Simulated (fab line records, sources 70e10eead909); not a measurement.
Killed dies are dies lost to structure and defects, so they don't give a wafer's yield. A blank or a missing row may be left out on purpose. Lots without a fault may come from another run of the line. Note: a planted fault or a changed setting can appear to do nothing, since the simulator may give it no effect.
Matching of chambers / flow nand harc / NHARC_A_STAIRCASE_DESCUM_219 on rie diel-04: 4 sister chambers
The step chemistry O2, time 3 s. 8 wafers are shown with their chamber, then 12 later ones without.

## EACH WAFER AND ITS CHAMBER
wafer=L088.5; chamber=3; drypump motor current A (A)=6.0; showerhead plenum p Torr (Torr)=1.90
wafer=L088.6; chamber=0; drypump motor current A (A)=5.8; showerhead plenum p Torr (Torr)=1.98
wafer=L089.1; chamber=1; drypump motor current A (A)=5.2; showerhead plenum p Torr (Torr)=2.00
wafer=L089.4; chamber=2; drypump motor current A (A)=5.6; showerhead plenum p Torr (Torr)=1.99
wafer=L089.5; chamber=2; drypump motor current A (A)=5.6; showerhead plenum p Torr (Torr)=1.99
wafer=L089.2; chamber=3; drypump motor current A (A)=6.1; showerhead plenum p Torr (Torr)=1.89
wafer=L089.3; chamber=0; drypump motor current A (A)=5.7; showerhead plenum p Torr (Torr)=1.98
wafer=L089.6; chamber=1; drypump motor current A (A)=5.2; showerhead plenum p Torr (Torr)=2.00

## WAFERS WITHOUT THEIR CHAMBER
wafer=L091.1; drypump motor current A (A)=5.6; showerhead plenum p Torr (Torr)=1.99
wafer=L091.4; drypump motor current A (A)=6.1; showerhead plenum p Torr (Torr)=1.89
wafer=L091.5; drypump motor current A (A)=5.7; showerhead plenum p Torr (Torr)=1.98
wafer=L092.1; drypump motor current A (A)=6.1; showerhead plenum p Torr (Torr)=1.89
wafer=L092.3; drypump motor current A (A)=5.2; showerhead plenum p Torr (Torr)=2.00
wafer=L092.5; drypump motor current A (A)=5.8; showerhead plenum p Torr (Torr)=1.98
wafer=L097.1; drypump motor current A (A)=5.6; showerhead plenum p Torr (Torr)=1.99
wafer=L097.2; drypump motor current A (A)=6.0; showerhead plenum p Torr (Torr)=1.89
wafer=L097.3; drypump motor current A (A)=5.8; showerhead plenum p Torr (Torr)=1.97
wafer=L097.4; drypump motor current A (A)=5.1; showerhead plenum p Torr (Torr)=1.99
wafer=L097.5; drypump motor current A (A)=5.2; showerhead plenum p Torr (Torr)=1.99
wafer=L097.6; drypump motor current A (A)=5.8; showerhead plenum p Torr (Torr)=1.97

## EACH ONE'S CHAMBER
wafer=L091.1; from the rows above=2; in truth=2
wafer=L091.4; from the rows above=3; in truth=3
wafer=L091.5; from the rows above=0; in truth=0
wafer=L092.1; from the rows above=3; in truth=3
wafer=L092.3; from the rows above=1; in truth=1
wafer=L092.5; from the rows above=0; in truth=0
wafer=L097.1; from the rows above=2; in truth=2
wafer=L097.2; from the rows above=3; in truth=3
wafer=L097.3; from the rows above=0; in truth=0
wafer=L097.4; from the rows above=1; in truth=1
wafer=L097.5; from the rows above=1; in truth=1
wafer=L097.6; from the rows above=0; in truth=0
12 of 12 placed correctly. Can't be placed from these rows: 0. Wrongly placed: 0.
How it was worked out, from the rows above alone: a wafer's distance from a chamber is the root of the sum, over the readings, of the square of ((its reading less the chamber's mean) divided by the reading's scatter). If the next closest chamber is less than 2 further off than the closest, the wafer can't be placed; otherwise it belongs to the closest. The mean given for a chamber averages the wafers shown for that chamber. The scatter: the root of (the sum of the squares of (reading less its chamber's mean) over the shown wafers, divided by (wafers less chambers)).
